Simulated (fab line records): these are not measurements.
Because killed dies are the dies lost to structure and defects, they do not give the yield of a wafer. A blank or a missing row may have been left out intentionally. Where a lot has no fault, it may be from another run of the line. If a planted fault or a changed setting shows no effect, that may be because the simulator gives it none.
fab line records    flow n5-finfet
record lots=6  wafers=18  last-day=18
route steps=1938 shown SDB@356 BEOL_M4@1111 PASSIVATION@1936
lots untouched by any fault: they come from a run of this same line in which no faults occurred
start-h: hours from the record's opening day to when the first of the lot's shown wafers began    wait-h: hours since the lot's step before    " the same as in the row above    L1.1+2: one row covering several wafers at once    - no value, or no start was given    * or withheld: withheld    < > ~ a bound
route shown NAME@n: names a module that has steps shown in the file, with the first one's number in the route    usual: the fault-free wafers' mean and standard deviation    same: alike in all rows    chamber/n: place in a boat    sites: readings site by site    _std_site: the values' standard deviation    _edge_site: outer sites' mean less inner sites'    radius-mm: for every site, how far away it sits from the centre of the wafer    mask NAME#n: copy n    behind: tool/chamber where the wafer was last shaped    hold: why the lot was held/for how many hours/how that ended    device: which transistor (n, p or np) failed to switch    end of line: the route-end tests of the same wafers    a step given without rows: its recipe and nothing more    killed: dies lost to structure and defects at the first sort, not the wafer's yield    map: per-die view of a wafer (x killed, . not killed, _ where there is no die)
set.NAME: setting as actually run; set.NAME@STEP: the setting as run at that earlier step    model.NAME: the simulator's own value behind a step, which no gauge read
lots at some steps of the route; a table a step, a row a wafer
services: from which hour (start-h, from the record's first day; less than 0 if before it) a tool's chamber was out of use, for how many hours, and why
## steps
# step N5_SDB_CD_MEAS_11
# recipe target-cd-nm=50  landing-energy-ev=500  detector=se-inlens  polarity=opening
# usual cd-nm=49.9/1.3
lot.wafer  tool       chamber  start-h  wait-h  cd-nm
L494.1     cd-sem-01  0        68.13    -       49.5
L494.2     "          0        "        "       48.3
L494.3     "          0        "        "       50.1
L498.1     cd-sem-01  0        94.24    -       49.1
L498.3     "          0        "        "       46.3
L498.4     "          0        "        "       47.8
L502.2     cd-sem-03  0        115.34   -       48.1
L502.4     "          0        "        "       49.8
L502.6     "          0        "        "       49.5
L503.2     cd-sem-03  0        121.04   -       49.4
L503.5     "          0        "        "       50.6
L503.6     "          0        "        "       50.2
L514.2     cd-sem-02  0        190.89   -       52.4
L514.3     "          0        "        "       50.9
L514.4     "          0        "        "       52.0
L516.3     cd-sem-03  0        215.58   -       50.4
L516.5     "          0        "        "       51.1
L516.6     "          0        "        "       51.9
# step N5_SDB_OVL_MEAS_12
# recipe points-per-wafer=44
# usual SDB_OVL=0.1/0.66
lot.wafer  tool        chamber  start-h  wait-h  SDB_OVL[nm]
L494.1     overlay-02  0        68.16    0.0     -0.5
L494.2     "           0        "        "       0.1
L494.3     "           0        "        "       0.1
L498.1     overlay-02  0        94.27    0.0     0.4
L498.3     "           0        "        "       -0.5
L498.4     "           0        "        "       0.0
L502.2     overlay-01  0        115.37   0.0     0.3
L502.4     "           0        "        "       0.4
L502.6     "           0        "        "       -0.7
L503.2     overlay-02  0        121.07   0.0     0.3
L503.5     "           0        "        "       0.8
L503.6     "           0        "        "       0.8
L514.2     overlay-02  0        190.92   0.0     -0.7
L514.3     "           0        "        "       -0.5
L514.4     "           0        "        "       -0.4
L516.3     overlay-02  0        215.61   0.0     -0.9
L516.5     "           0        "        "       0.9
L516.6     "           0        "        "       -0.5
# step N5_SDB_INSPECT_13
# recipe mode=adi  inspect-instrument=brightfield
# usual raw-defect-count=69/24
lot.wafer  tool               chamber  start-h  wait-h  raw-defect-count
L494.1     defect-inspect-02  -        68.18    0.0     50
L494.2     "                  -        "        "       55
L494.3     "                  -        "        "       39
L498.1     defect-inspect-02  -        94.30    0.0     49
L498.3     "                  -        "        "       105
L498.4     "                  -        "        "       41
L502.2     defect-inspect-01  -        115.39   0.0     77
L502.4     "                  -        "        "       67
L502.6     "                  -        "        "       25
L503.2     defect-inspect-01  -        121.09   0.0     102
L503.5     "                  -        "        "       108
L503.6     "                  -        "        "       64
L514.2     defect-inspect-02  -        190.95   0.0     58
L514.3     "                  -        "        "       113
L514.4     "                  -        "        "       112
L516.3     defect-inspect-01  -        215.63   0.0     83
L516.5     "                  -        "        "       64
L516.6     "                  -        "        "       93
# step N5_SDB_DESCUM_16
# recipe chemistry=O2  time-s=7.9  source-power-w=50  bias-power-w=20  pressure-mtorr=20  rf-frequency-hz=2.712e+07  temp-c=40  resist=CAR-ArF  o2-flow-sccm=225
# usual drypump-motor-current-A=5.6/0.55  oes-product-au=0.83/0.072  rf-vpp-V=243.1/1.3  showerhead-plenum-p-Torr=2.09/0.065  throttle-valve-pct=20.39/0.24
lot.wafer  tool         chamber  start-h  wait-h  drypump-motor-current-A  oes-product-au  rf-hours-counter-h  rf-vpp-V  showerhead-plenum-p-Torr  throttle-valve-pct
L494.1     rie-diel-03  1        68.51    0.3     6.1                      1.03            0                   244.6     2.15                      20.13
L494.2     "            0        "        "       5.5                      0.89            32                  245.3     2.23                      19.92
L494.3     "            3        "        "       6.0                      0.80            95                  242.3     2.10                      20.08
L498.1     rie-diel-02  0        94.33    0.0     5.4                      0.75            125                 242.9     2.08                      20.46
L498.3     "            1        "        "       5.0                      0.93            9                   242.5     2.05                      20.30
L498.4     "            0        "        "       5.4                      0.74            -                   244.9     2.08                      20.44
L502.2     rie-diel-02  0        115.66   0.3     5.4                      0.73            135                 243.6     2.08                      20.46
L502.4     "            1        "        "       5.0                      0.88            19                  242.0     2.04                      20.32
L502.6     "            1        "        "       5.1                      0.90            -                   242.1     2.04                      20.34
L503.2     rie-diel-03  2        121.50   0.4     5.6                      0.91            14                  243.4     2.14                      20.00
L503.5     "            3        "        "       6.0                      0.78            -                   243.7     2.09                      20.09
L503.6     "            2        "        "       5.6                      0.91            -                   244.2     2.14                      19.99
L514.2     rie-diel-02  3        190.98   0.0     5.4                      0.76            150                 243.5     2.20                      20.57
L514.3     "            0        "        "       5.4                      0.72            158                 244.4     2.07                      20.50
L514.4     "            1        "        "       5.1                      0.86            42                  241.3     2.04                      20.37
L516.3     rie-diel-06  1        215.66   0.0     4.8                      0.72            174                 241.3     2.02                      20.74
L516.5     "            0        "        "       6.2                      0.85            -                   242.8     2.03                      20.44
L516.6     "            1        "        "       4.8                      0.72            -                   242.3     2.02                      20.74
# step N5_SDB_ETCH_17
# recipe chemistry=CF4  target=SiARC  target-depth-a=234  mask-material=CAR-ArF  time-s=39  ion-energy-ev=80  pressure-mtorr=40  source-w=545  bias-w=36  Ar_flow_sccm=100  cf4-flow-sccm=100  ends=cleared
# step N5_SDB_ETCH_18
# recipe chemistry=N2/H2  target=SOC  target-depth-a=1000  overetch-a=200  mask-material=SiARC  temp-c=40  time-s=150  ion-energy-ev=200  pressure-mtorr=30  source-w=840  bias-w=150  n2-flow-sccm=200  h2-flow-sccm=200
# usual drypump-motor-current-A=5.6/0.55  oes-product-au=0.75/0.061  rf-vpp-V=523.8/2.2  showerhead-plenum-p-Torr=2.54/0.077  throttle-valve-pct=17.76/0.25
lot.wafer  tool         chamber  start-h  wait-h  drypump-motor-current-A  oes-product-au  rf-hours-counter-h  rf-vpp-V  showerhead-plenum-p-Torr  throttle-valve-pct
L494.1     rie-diel-03  1        68.58    0.0     6.1                      0.92            0                   526.0     2.61                      17.46
L494.2     "            0        "        "       5.5                      0.79            32                  529.4     2.70                      17.18
L494.3     "            3        "        "       6.0                      0.70            95                  525.5     2.56                      17.64
L498.1     rie-diel-02  0        94.40    0.0     5.4                      0.68            125                 524.5     2.55                      17.98
L498.3     "            1        "        "       5.1                      0.83            9                   523.4     2.50                      17.80
L498.4     "            0        "        "       5.4                      0.68            -                   524.6     2.55                      17.98
L502.2     rie-diel-02  0        115.73   0.0     5.4                      0.69            135                 523.7     2.55                      18.01
L502.4     "            1        "        "       5.1                      0.81            19                  521.3     2.49                      17.82
L502.6     "            1        "        "       5.1                      0.81            -                   521.6     2.49                      17.81
L503.2     rie-diel-03  2        121.57   0.0     5.6                      0.80            14                  525.9     2.59                      17.26
L503.5     "            3        "        "       6.0                      0.68            -                   525.6     2.55                      17.68
L503.6     "            2        "        "       5.6                      0.80            -                   526.6     2.59                      17.25
L514.2     rie-diel-02  3        191.05   0.0     5.4                      0.69            150                 526.1     2.65                      17.82
L514.3     "            0        "        "       5.4                      0.65            158                 523.8     2.54                      18.04
L514.4     "            1        "        "       5.1                      0.77            42                  523.3     2.48                      17.86
L516.3     rie-diel-06  1        215.73   0.0     4.9                      0.66            174                 521.0     2.41                      17.88
L516.5     "            0        "        "       6.3                      0.77            -                   523.5     2.48                      17.79
L516.6     "            1        "        "       4.8                      0.66            -                   521.5     2.41                      17.88
# step N5_SDB_STRIP_19
# recipe chemistry=N2/H2  temp-c=40  n2-flow-sccm=200  h2-flow-sccm=200  rf-frequency-hz=6e+07
# step N5_SDB_STRIP_21
# recipe chemistry=CF4  resist=SiARC  power-w=300  bias-power-w=75  pressure-mtorr=50  cf4-flow-sccm=150  rf-frequency-hz=6e+07
# usual drypump-motor-current-A=5.6/0.55  oes-product-au=0.83/0.068  rf-vpp-V=271.0/1.3  showerhead-plenum-p-Torr=1.79/0.049  throttle-valve-pct=13.50/0.21
lot.wafer  tool         chamber  start-h  wait-h  drypump-motor-current-A  oes-product-au  rf-hours-counter-h  rf-vpp-V  showerhead-plenum-p-Torr  throttle-valve-pct
L494.1     rie-diel-03  1        68.72    0.0     6.1                      1.01            0                   272.6     1.85                      13.23
L494.2     "            0        "        "       5.4                      0.88            33                  272.5     1.89                      12.97
L494.3     "            3        "        "       6.0                      0.79            95                  272.6     1.81                      13.25
L498.1     rie-diel-02  0        94.54    0.0     5.4                      0.75            125                 271.2     1.81                      13.74
L498.3     "            1        "        "       5.1                      0.91            9                   270.0     1.76                      13.42
L498.4     "            0        "        "       5.4                      0.75            -                   274.5     1.81                      13.77
L502.2     rie-diel-02  0        115.87   0.0     5.4                      0.74            135                 271.0     1.81                      13.77
L502.4     "            1        "        "       5.1                      0.89            19                  269.9     1.76                      13.44
L502.6     "            1        "        "       5.1                      0.89            -                   271.0     1.76                      13.44
L503.2     rie-diel-03  2        121.71   0.0     5.6                      0.89            14                  271.7     1.84                      13.13
L503.5     "            3        "        "       6.0                      0.76            -                   270.9     1.80                      13.30
L503.6     "            2        "        "       5.6                      0.89            -                   273.4     1.84                      13.14
L514.2     rie-diel-02  3        191.19   0.0     5.4                      0.76            150                 272.1     1.87                      13.70
L514.3     "            0        "        "       5.4                      0.72            158                 270.4     1.80                      13.82
L514.4     "            1        "        "       5.0                      0.85            42                  271.8     1.75                      13.49
L516.3     rie-diel-06  1        215.87   0.0     4.8                      0.72            175                 269.7     1.71                      13.72
L516.5     "            0        "        "       6.3                      0.84            -                   270.0     1.76                      13.56
L516.6     "            1        "        "       4.8                      0.72            -                   269.7     1.71                      13.72
# step N5_SDB_HM_OPEN_20
# recipe chemistry=CH3F/O2  target=SiNx  mask-material=SOC  target-depth-a=240  stop-on=poly-Si  over-etch-frac=0.4  ion-energy-ev=120  pressure-mtorr=30  source-w=395  bias-w=73  Ar_flow_sccm=150  CH3F_flow_sccm=30  O2_flow_sccm=20
# usual drypump-motor-current-A=5.6/0.55  oes-product-au=0.69/0.057  rf-vpp-V=297/6.1  showerhead-plenum-p-Torr=2.00/0.056  throttle-valve-pct=16.29/0.22
lot.wafer  tool         chamber  start-h  wait-h  drypump-motor-current-A  oes-product-au  rf-hours-counter-h  rf-vpp-V  showerhead-plenum-p-Torr  throttle-valve-pct
L494.1     rie-diel-03  1        68.74    0.0     6.1                      0.85            0                   305       2.06                      15.99
L494.2     "            0        "        "       5.4                      0.72            33                  303       2.11                      15.72
L494.3     "            3        "        "       6.0                      0.65            95                  296       2.01                      15.98
L498.1     rie-diel-02  0        94.56    0.0     5.4                      0.62            125                 295       2.01                      16.46
L498.3     "            1        "        "       5.0                      0.75            9                   296       1.98                      16.35
L498.4     "            0        "        "       5.4                      0.63            -                   295       2.01                      16.45
L502.2     rie-diel-02  0        115.89   0.0     5.4                      0.61            135                 295       2.01                      16.47
L502.4     "            1        "        "       5.0                      0.75            19                  297       1.98                      16.36
L502.6     "            1        "        "       5.1                      0.73            -                   296       1.98                      16.36
L503.2     rie-diel-03  2        121.73   0.0     5.6                      0.72            14                  295       2.05                      15.90
L503.5     "            3        "        "       6.0                      0.63            -                   293       2.00                      16.01
L503.6     "            2        "        "       5.6                      0.74            -                   294       2.05                      15.91
L514.2     rie-diel-02  3        191.21   0.0     5.4                      0.61            150                 294       2.08                      16.43
L514.3     "            0        "        "       5.4                      0.60            158                 295       2.00                      16.54
L514.4     "            1        "        "       5.0                      0.71            42                  297       1.97                      16.40
L516.3     rie-diel-06  1        215.89   0.0     4.8                      0.60            175                 308       1.91                      16.51
L516.5     "            0        "        "       6.3                      0.71            -                   293       1.96                      16.44
L516.6     "            1        "        "       4.8                      0.61            -                   308       1.91                      16.50
# step N5_SDB_STRIP_22
# recipe chemistry=N2/H2  power-w=1000  temp-c=250  h2-frac=0.65  overash-fraction=0.3  pressure-mtorr=withheld  n2-flow-sccm=1750  h2-flow-sccm=3250
# step N5_SDB_PRECLEAN_23
# recipe chemistry=dHF  time-s=30  temp-c=25  dilution=withheld
# step N5_SDB_DUMMY_REMOVE_24
# recipe chemistry=TMAH  temp-c=70  target=poly-Si  stop-on=SiO2  target-depth-nm=142  conc-wt-pct=5  time-s=57  dry=ipa-marangoni  rinse-time-s=30  rinse-temp-c=23
# step N5_SDB_ETCH_25
# recipe chemistry=C4F6/O2  target=SiO2  target-depth-a=100  time-s=3.3  ion-energy-ev=250  mask-material=SiNx  pressure-mtorr=30  source-w=345  bias-w=185  Ar_flow_sccm=300  C4F6_flow_sccm=10  O2_flow_sccm=10
# usual C4F6_flow_sccm=10.001/0.027  drypump-motor-current-A=5.5/0.53  oes-product-au=0.82/0.068  rf-vpp-V=665/12  showerhead-plenum-p-Torr=2.84/0.072  throttle-valve-pct=21.20/0.21
lot.wafer  tool         chamber  start-h  wait-h  C4F6_flow_sccm  drypump-motor-current-A  oes-product-au  rf-hours-counter-h  rf-vpp-V  showerhead-plenum-p-Torr  throttle-valve-pct  model.etch.depth-nm
L494.1     rie-diel-06  2        69.04    0.0     10.003          5.4                      0.85            61                  665       2.79                      21.15               9.698
L494.2     "            3        "        "       10.001          6.6                      0.84            57                  668       2.90                      21.35               10.1
L494.3     "            1        "        "       10.022          4.8                      0.77            128                 688       2.74                      21.25               9.982
L498.1     rie-diel-02  3        94.92    0.1     9.945           5.4                      0.79            117                 661       2.97                      21.16               9.913
L498.3     "            1        "        "       10.007          5.0                      0.91            9                   664       2.83                      21.29               9.709
L498.4     "            0        "        "       10.032          5.4                      0.75            -                   660       2.86                      21.34               9.678
L502.2     rie-diel-02  0        116.19   0.0     10.001          5.4                      0.74            135                 662       2.86                      21.36               9.724
L502.4     "            3        "        "       9.970           5.4                      0.79            126                 659       2.97                      21.19               9.959
L502.6     "            0        "        "       10.011          5.4                      0.73            -                   661       2.86                      21.35               9.653
L503.2     rie-diel-02  1        122.59   0.0     10.011          5.1                      0.88            22                  665       2.82                      21.32               9.808
L503.5     "            2        "        "       10.014          5.2                      0.96            -                   638       2.79                      21.32               10.22
L503.6     "            1        "        "       10.022          5.1                      0.88            -                   665       2.82                      21.32               9.828
L514.2     rie-diel-06  2        191.51   0.0     9.976           5.4                      0.80            99                  666       2.77                      21.20               9.603
L514.3     "            3        "        "       9.948           6.6                      0.79            95                  667       2.88                      21.38               8.754
L514.4     "            0        "        "       9.985           6.3                      0.86            41                  654       2.80                      21.36               8.814
L516.3     rie-diel-06  1        216.48   0.3     10.093          4.9                      0.73            175                 686       2.72                      21.31               8.603
L516.5     "            3        "        "       10.004          6.6                      0.79            -                   668       2.88                      21.40               8.754
L516.6     "            2        "        "       9.936           5.4                      0.79            -                   666       2.77                      21.20               9.423
# step N5_SDB_CUT_ETCH_26
# recipe chemistry=HBr/Cl2/O2  target=Si  target-depth-a=1296  bt-time-s=20  mask-material=SiNx  time-s=51.8  ion-energy-ev=*  bias-w=*  pressure-mtorr=10  icp-w=800  HBr_flow_sccm=150  Cl2_flow_sccm=80  O2_flow_sccm=12
# usual drypump-motor-current-A=5.6/0.31  he-backside-leak-sccm=2.75/0.24  oes-product-au=0.999/0.014  throttle-valve-pct=37.25/0.3
lot.wafer  tool       chamber  start-h  wait-h  drypump-motor-current-A  he-backside-leak-sccm  oes-product-au  rf-hours-counter-h  throttle-valve-pct
L494.1     rie-si-04  1        69.12    0.1     4.9                      3.00                   1.029           3                   36.91
L494.2     "          0        "        "       6.1                      3.07                   0.991           162                 37.86
L494.3     "          2        "        "       6.2                      2.54                   1.004           43                  37.52
L498.1     rie-si-06  1        95.00    0.1     5.4                      2.70                   1.008           188                 37.21
L498.3     "          2        "        "       5.6                      2.82                   1.000           56                  36.75
L498.4     "          0        "        "       5.5                      2.64                   0.994           -                   36.91
L502.2     rie-si-02  3        116.28   0.1     5.3                      2.99                   0.988           48                  37.48
L502.4     "          2        "        "       5.9                      2.66                   0.970           -                   37.61
L502.6     "          0        "        "       5.8                      2.88                   1.016           -                   37.27
L503.2     rie-si-02  2        122.68   0.1     5.9                      2.53                   0.974           77                  37.58
L503.5     "          0        "        "       5.8                      3.07                   1.012           -                   37.27
L503.6     "          2        "        "       5.9                      2.64                   0.979           -                   37.61
L514.2     rie-si-06  1        191.59   0.1     5.4                      2.65                   1.003           190                 37.20
L514.3     "          2        "        "       5.6                      2.96                   0.992           58                  36.75
L514.4     "          1        "        "       5.4                      2.59                   1.017           -                   37.24
L516.3     rie-si-04  2        216.57   0.1     6.2                      2.69                   1.005           45                  37.51
L516.5     "          3        "        "       5.6                      2.60                   1.008           -                   37.03
L516.6     "          2        "        "       6.2                      2.55                   0.993           -                   37.52
# step N5_BEOL_M4_RC_MEAS_101
# usual DIBL_N=36.0/1.9  DIBL_P=36.0/2.1  IOFF_N=0.155/0.029  IOFF_P=0.20/0.032  ION_N=672/11  ION_P=461/6.9  SS_N=71.5/0.58  SS_P=73.2/0.64  VT_N=250.4/2.9  VT_P=-251.0/2.8
lot.wafer  tool       chamber  start-h  wait-h  DIBL_N[mV/V]  DIBL_P[mV/V]  IOFF_N[nA/um]  IOFF_P[nA/um]  ION_N[uA/um]  ION_P[uA/um]  SS_N[mV/dec]  SS_P[mV/dec]  VT_N[mV]  VT_P[mV]
L494.1     prober-02  0        179.89   0.0     35.1          34.2          0.126          0.16           654           438           71.7          72.7          255.4     -258.2
L494.2     "          0        "        "       34.4          34.5          0.125          0.15           663           452           70.8          72.5          252.5     -258.4
L494.3     "          0        "        "       34.0          34.4          0.124          0.16           672           456           71.2          72.5          251.0     -254.6
L498.1     prober-01  0        209.97   0.0     37.1          36.4          0.160          0.22           665           461           72.0          72.8          250.9     -249.1
L498.3     "          0        "        "       37.3          35.9          0.154          0.22           659           460           71.5          73.5          253.5     -250.7
L498.4     "          0        "        "       36.4          36.0          0.143          0.21           668           463           71.4          72.7          251.8     -248.4
L502.2     prober-01  0        227.88   0.2     37.2          37.0          0.164          0.22           671           462           71.2          72.5          249.3     -249.2
L502.4     "          0        "        "       40.0          40.8          0.235          0.28           695           472           72.2          74.4          245.7     -246.3
L502.6     "          0        "        "       37.9          37.3          0.178          0.22           687           465           71.7          73.0          249.5     -248.8
L503.2     prober-01  0        241.12   0.2     32.8          32.3          0.099          0.15           644           448           70.2          72.5          257.9     -254.0
L503.5     "          0        "        "       33.4          34.6          0.123          0.18           667           461           71.1          73.8          251.8     -251.1
L503.6     "          0        "        "       34.1          34.3          0.123          0.17           651           454           72.0          72.1          256.5     -250.7
L514.2     prober-02  0        304.13   0.2     38.9          38.1          0.198          0.23           689           466           72.3          73.8          246.5     -250.8
L514.3     "          0        "        "       36.3          34.6          0.139          0.20           663           457           71.3          72.9          251.5     -250.9
L514.4     "          0        "        "       36.6          35.3          0.146          0.19           672           458           71.8          72.9          250.0     -252.7
L516.3     prober-01  0        314.09   0.3     35.8          37.0          0.160          0.22           668           457           71.4          73.0          250.4     -249.4
L516.5     "          0        "        "       33.6          33.7          0.124          0.17           674           458           71.7          72.3          253.2     -252.8
L516.6     "          0        "        "       34.4          35.3          0.145          0.19           671           456           70.9          73.3          249.8     -254.8
# step N5_PASSIVATION_PROBE_49
# usual defect-limited-yield=91.0/1.5  killed_at_M0_to_M3=33/9.4  killed_at_M4_up=14/4.8  killed-at-contacts=13/7.3  killed-at-front-end=43/13  killed-at-other=3.6/2.9  killed-dies=106/18  killed-open=69/13  killed-short=35/8.2  sort_bin_5_function=5.3/1  sort_bin_6_memory=3.3/0.68  sort_bin_8_speed=0.01/0.027  sort-n-pass=1074/18  sort-yield-pct=91.0/1.5
# same gross-dies=1180  killed-at-back-side=0  sort_bin_4_leakage[%]=0
lot.wafer  tool       chamber  start-h  wait-h  defect-limited-yield[%]  killed_at_M0_to_M3  killed_at_M4_up  killed-at-contacts  killed-at-front-end  killed-at-other  killed-dies  killed-open  killed-short  sort_bin_5_function[%]  sort_bin_6_memory[%]  sort_bin_8_speed[%]  sort-n-pass  sort-yield-pct[%]
L502.2     prober-01  -        325.61   0.1     90.7                     26                  15               6                   61                   2                110          66           43            6.0                     3.1                   0                    1070         90.7
L502.4     prober-01  -        325.71   0.2     88.1                     29                  15               7                   86                   4                141          91           50            7.0                     4.2                   0                    1039         88.1
L502.6     prober-01  -        325.81   0.3     91.7                     14                  13               6                   63                   2                98           64           32            5.7                     2.3                   0                    1082         91.7
L503.6     prober-01  -        351.14   0.3     89.0                     41                  12               25                  51                   1                130          84           44            6.7                     3.7                   0                    1050         89.0
# killed by level:class
L502.2 FIN_SAQP:geometric-particle:short=16 FIN_SAQP:geometric-particle:open=12 STI_FIN_REVEAL:geometric-particle:open=12 BEOL_M4:geometric-particle:open=8 BEOL_M0_SAQP:geometric-particle:open=7 GATE_CUT:geometric-particle:short=6 BEOL_M3:geometric-particle:open=5 BEOL_M2:geometric-particle:open=5
L502.4 FIN_SAQP:geometric-particle:short=20 FIN_SAQP:geometric-particle:open=19 STI_FIN_REVEAL:geometric-particle:open=16 DUMMY_GATE:geometric-particle:open=11 BEOL_M0_SAQP:geometric-particle:short=8 BEOL_M4:geometric-particle:open=8 BEOL_M2:geometric-particle:open=6 GATE_CUT:geometric-particle:short=5
L502.6 STI_FIN_REVEAL:geometric-particle:open=18 FIN_SAQP:geometric-particle:open=15 FIN_SAQP:geometric-particle:short=7 BEOL_M2:geometric-particle:open=7 BEOL_M4:geometric-particle:open=6 ILD0:geometric-particle:short=5 MOL_CONTACT_COAG:geometric-particle:open=5 STI_FIN_REVEAL:geometric-particle:short=3
L503.6 MOL_CONTACT_COAG:geometric-particle:open=18 BEOL_M2:geometric-particle:open=17 STI_FIN_REVEAL:geometric-particle:open=16 FIN_SAQP:geometric-particle:short=12 MOL_CONTACT_COAG:geometric-particle:short=7 BEOL_M0_SAQP:geometric-particle:short=7 BEOL_M1:geometric-particle:open=7 FIN_SAQP:geometric-particle:open=6
## services
tool         chamber  start-h  hours  kind
rie-diel-03  1        47.64    -      clean
rie-diel-03  1        47.64    -      consumable-replace:focus-ring
rie-diel-03  1        47.64    20.5   scheduled-down
rie-diel-03  1        47.64    20.5   vent-cycle
rie-diel-02  3        49.63    8.5    repair
rie-diel-02  0        53.04    14.0   repair
rie-diel-02  -        63.34    4.1    repair
rie-diel-03  2        68.24    -      clean
rie-diel-03  2        68.24    -      consumable-replace:focus-ring
rie-diel-03  2        68.24    21.9   scheduled-down
rie-diel-03  2        68.24    21.9   vent-cycle
rie-diel-02  2        74.93    -      clean
rie-diel-02  2        74.93    -      consumable-replace:focus-ring
rie-diel-02  2        74.93    26.6   scheduled-down
rie-diel-02  2        74.93    26.6   vent-cycle
rie-si-04    -        89.53    2.8    pm
rie-si-02    2        95.63    3.7    repair
rie-diel-06  -        100.57   14.6   pm
rie-si-04    -        105.97   0.4    repair
rie-diel-06  0        131.05   5.5    repair
rie-si-02    3        152.36   10.0   repair
rie-si-06    3        152.71   48.8   repair
rie-diel-06  0        162.38   3.7    repair
rie-diel-02  1        162.82   3.1    repair
## key
first-sign none at tools or gauges
model-effect step=N5_SDB_ETCH_25  value=etch.depth-nm  without=9.94  struck=8.731
met-at N5_SDB_ETCH_25
struck-wafers L514.3,L514.4,L516.3,L516.5
onset-between 69.04 191.51
fault kind=process-parameter-drift  tool=rie-diel-06  chamber=-  onset-h=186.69  steps=N5_SDB_ETCH_25  channel=time-s  offset=*  shape=step  end-h=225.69  scope=struck-wafers-only  acts-in=*  stated=*
